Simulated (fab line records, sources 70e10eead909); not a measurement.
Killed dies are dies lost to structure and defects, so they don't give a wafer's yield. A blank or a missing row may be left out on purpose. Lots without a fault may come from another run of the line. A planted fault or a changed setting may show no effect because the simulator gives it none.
A struck lot beside a sound one | flow nand_harc | 18 steps out of a route of 1159
Sound: wafers L614.3, L614.5, L614.6. Struck: wafers L607.2, L607.3, L607.4. The cause comes at the end.
At each step with rows: each side's tool, then ch and its chambers, then its first start. Under that, the readings that differ: sound wafers | struck wafers | difference of the means | sigmas: that difference in standard deviations of wafers without a fault.
alike: readings whose means differ by less than 2 such deviations, and words and numbers that are the same on both sides. not compared: withheld readings, readings that some wafer has no value for, bounds like >300 that may hide the same value, and numbers for which the record gives no deviation and whose values overlap.
The two part at a step that has a row with sigmas, a row that says differs or no value, or rows on one side only. Numbers that don't overlap but have no deviation are shown without sigmas and don't part them. A reading that every wafer of one side lacks parts them only if that side has two wafers or more.

NHARC_P_GATE_CD_MEAS_46: target cd 720 nm.
  sound on cd_sem-03 ch 0, day 9 17:37; struck on cd_sem-02 ch 0, day 8 11:58
  alike: cd_nm
then, 1 step without rows for these wafers: NHARC_P_GATE_HARDBAKE_47 (time 80 s).
NHARC_P_GATE_DESCUM_48: chemistry O2, time 3 s.
  sound on rie_diel-13 ch 0,1, day 9 17:46; struck on rie_diel-13 ch 0,2,3, day 8 12:10
  alike: drypump_motor_current_A, oes_product_au, rf_vpp_V, showerhead_plenum_p_Torr, throttle_valve_pct
  not compared: rf_hours_counter_h
then, 1 step without rows for these wafers: NHARC_P_GATE_IMPLANT_49.
NHARC_P_GATE_STRIP_111: strips in N2/H2, time 250 s.
  sound on plasma_asher-02 ch 0,1, day 9 18:31; struck on plasma_asher-01 ch 0,1, day 8 12:35
  alike: drypump_motor_current_A, heater_power_w, temp_c
  not compared: rf_hours_counter_h
NHARC_P_GATE_STRIP_75: strips in O2.
  sound on plasma_asher-02 ch 0,1, day 9 18:41; struck on plasma_asher-01 ch 0,1, day 8 12:50
  alike: drypump_motor_current_A, heater_power_w, temp_c
  not compared: rf_hours_counter_h
then, 6 steps without rows for these wafers: NHARC_P_GATE_STRIP_50 (strips in SPM, time 900 s); NHARC_P_GATE_DEHYDRATE_51 (time 120 s); NHARC_P_GATE_HMDS_52 (time 30 s); NHARC_P_GATE_COAT_53; NHARC_P_GATE_SOFTBAKE_54 (time 95 s); NHARC_P_GATE_EBR_55.
NHARC_P_GATE_EXPOSE_56: exposes mask P PSD, target cd 720 nm.
  sound on krf_scanner-01 ch 0, day 9 19:26; struck on krf_scanner-02 ch 0, day 8 13:30
  reading              | sound                | struck               | difference | sigmas
  exposure_dose_mJ_cm2 | 14.804 14.817 14.800 | 11.231 11.247 11.223 | -3.573     | -99 or more
  alike: mask
then, 2 steps without rows for these wafers: NHARC_P_GATE_PEB_57 (peb time 85 s); NHARC_P_GATE_DEVELOP_58 (time 70 s).
NHARC_P_GATE_CD_MEAS_59: target cd 720 nm.
  sound on cd_sem-03 ch 0, day 9 19:35; struck on cd_sem-01 ch 0, day 8 13:40
  reading    | sound             | struck            | difference | sigmas
  cd_nm (nm) | 718.3 719.6 721.0 | 670.2 671.6 671.4 | -48.6      | -30
then, 1 step without rows for these wafers: NHARC_P_GATE_HARDBAKE_60 (time 80 s).
-- the record jumps here: 15 days lie between the struck wafers' starts before and after (it left off in module P_GATE and takes up again in module END, whose first step shown is number 1159 of the route) --
NHARC_END_SORT_01:
  the record has rows for the struck wafers here (prober-01 ch 0, day 23 03:23) and none for the sound ones

WHERE THEY PART
First at NHARC_P_GATE_EXPOSE_56; last, within this record, at NHARC_END_SORT_01.

WHY: what the simulator had put in
Process parameter drift: krf_scanner-02, from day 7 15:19 on, at NHARC_P_GATE_EXPOSE_56. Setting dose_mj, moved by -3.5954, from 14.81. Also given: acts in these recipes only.
